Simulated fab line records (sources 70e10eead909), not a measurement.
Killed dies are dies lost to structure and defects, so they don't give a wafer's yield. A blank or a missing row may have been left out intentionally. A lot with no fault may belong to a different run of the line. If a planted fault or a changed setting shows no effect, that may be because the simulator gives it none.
Chamber matching :: flow nand_harc :: ald_hk-01 running NHARC_A_WL_FILL_ALD_10: 4 sister chambers
The step deposits SiO2, target thk 50 nm, pulse time 10 s, ald cycles 500. 4 wafers are shown with their chamber, then 7 later ones without.

== WAFERS, EACH WITH ITS CHAMBER ==
wafer: L080.5
chamber: 0
heater_power_w (W): 457

wafer: L083.3
chamber: 1
heater_power_w (W): 492

wafer: L083.2
chamber: 3
heater_power_w (W): 480

wafer: L085.5
chamber: 2
heater_power_w (W): 474

== WAFERS WHOSE CHAMBER IS MISSING ==
wafer: L085.6
heater_power_w (W): 501

wafer: L089.3
heater_power_w (W): 470

wafer: L089.1
heater_power_w (W): 447

wafer: L089.4
heater_power_w (W): 486

wafer: L096.1
heater_power_w (W): 477

wafer: L096.5
heater_power_w (W): 490

wafer: L096.6
heater_power_w (W): 476

== EACH ONE'S CHAMBER ==
wafer: L085.6
from the rows above: 1
in truth: 1

wafer: L089.3
from the rows above: can't be placed: 2 or 3 or 0
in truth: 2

wafer: L089.1
from the rows above: 0
in truth: 0

wafer: L089.4
from the rows above: can't be placed: 1 or 3 or 2
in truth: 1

wafer: L096.1
from the rows above: can't be placed: 2 or 3
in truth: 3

wafer: L096.5
from the rows above: can't be placed: 1 or 3
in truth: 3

wafer: L096.6
from the rows above: can't be placed: 2 or 3
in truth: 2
Correct placement for 2 of the 7. Not placeable from these rows: 5 (in 5, the candidates include the true chamber). Placed wrongly: 0.
How it was worked out, from the rows above alone: a wafer's distance from a chamber is the root of the sum, over the readings, of the square of ((its reading less the chamber's mean) divided by the reading's scatter). If the next closest chamber is less than 2 further off than the closest, the wafer can't be placed; otherwise it belongs to the closest. The mean given for a chamber averages the wafers shown for that chamber. The scatter: with one shown wafer a chamber, the root of the mean of the squares of how far each hidden wafer lies from its nearest shown one.
